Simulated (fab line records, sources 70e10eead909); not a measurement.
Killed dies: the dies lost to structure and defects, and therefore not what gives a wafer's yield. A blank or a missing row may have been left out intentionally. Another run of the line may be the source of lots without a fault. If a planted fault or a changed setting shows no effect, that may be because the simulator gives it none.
Which tool is to blame?    flow nand harc    18 wafers from 6 lots sampled at 4 of the route's 1159 steps

## WHAT EACH GAUGE READ, for each wafer
NHARC_P_GATE_CD_MEAS_11: target cd 1640 nm.
lot   measured     on         cd nm (nm)
L446  day 4 08:13  cd sem-03  1639.3 1638.6 1639.5
L451  day 5 18:43  cd sem-03  1641.3 1637.2 1640.9
L460  day 7 22:58  cd sem-02  1639.6 1638.6 1640.3
L463  day 8 14:58  cd sem-01  1640.3 1640.4 1639.3
L465  day 9 03:05  cd sem-03  1642.1 1638.2 1639.1
L467  day 9 14:14  cd sem-02  1641.1 1641.9 1638.9

## TOOL THAT RAN EACH LOT (tool first, then ch and the chambers of the sampled wafers, then the start)
lot   NHARC_P_STI_DESCUM_14              NHARC_P_STI_ETCH_31                           NHARC_P_GATE_EXPOSE_08
L446  rie diel-12 ch 0,3, day 2 20:28    rie diel-12 ch 2,3, day 2 21:01 or earlier    krf scanner-04 ch 0, day 4 08:04
L451  rie diel-12 ch 0,2, day 4 02:25    rie diel-12 ch 2,3, day 4 02:59 or earlier    krf scanner-01 ch 0, day 5 18:34
L460  rie diel-03 ch 0,1,3, day 6 07:17  rie diel-03 ch 0,1, day 6 07:49 or earlier    krf scanner-04 ch 0, day 7 22:49
L463  rie diel-03 ch 0,1,3, day 6 23:28  rie diel-03 ch 0,2,3, day 7 00:00 or earlier  krf scanner-04 ch 0, day 8 14:49
L465  rie diel-12 ch 1,3, day 7 11:53    rie diel-12 ch 0,1, day 7 12:26 or earlier    krf scanner-04 ch 0, day 9 02:55
L467  rie diel-12 ch 1,2, day 8 03:05    rie diel-12 ch 0,1,3, day 8 03:35 or earlier  krf scanner-01 ch 0, day 9 14:05
- NHARC_P_STI_DESCUM_14: chemistry O2, time 3 s.
- NHARC_P_STI_ETCH_31: etches the open film in CF4/CHF3, target depth 108.9 nm, time 54.5 s.
- NHARC_P_GATE_EXPOSE_08: exposes mask P HV.

## THE ANSWER, worked out from the rows above alone
Rule: usual is defined by the lots themselves. The widest of any qualifying gaps counts: lots, ordered by their means at a reading, are off when they make up no more than a third of the lots, leave a main group of 4 or more, and stand apart from it by 3 or more times the standard deviation of that group's means. Not used: any main group whose means are identical at the precision the tables above print for the reading. A lot without any number at a reading at which 4 lots or more have one is off too. Where the step has rows for the other lots, those lots are counted as sound.
No lot is off at any reading shown: from this, nothing can be told.

## WHAT HAD BEEN PUT IN BY THE SIMULATOR
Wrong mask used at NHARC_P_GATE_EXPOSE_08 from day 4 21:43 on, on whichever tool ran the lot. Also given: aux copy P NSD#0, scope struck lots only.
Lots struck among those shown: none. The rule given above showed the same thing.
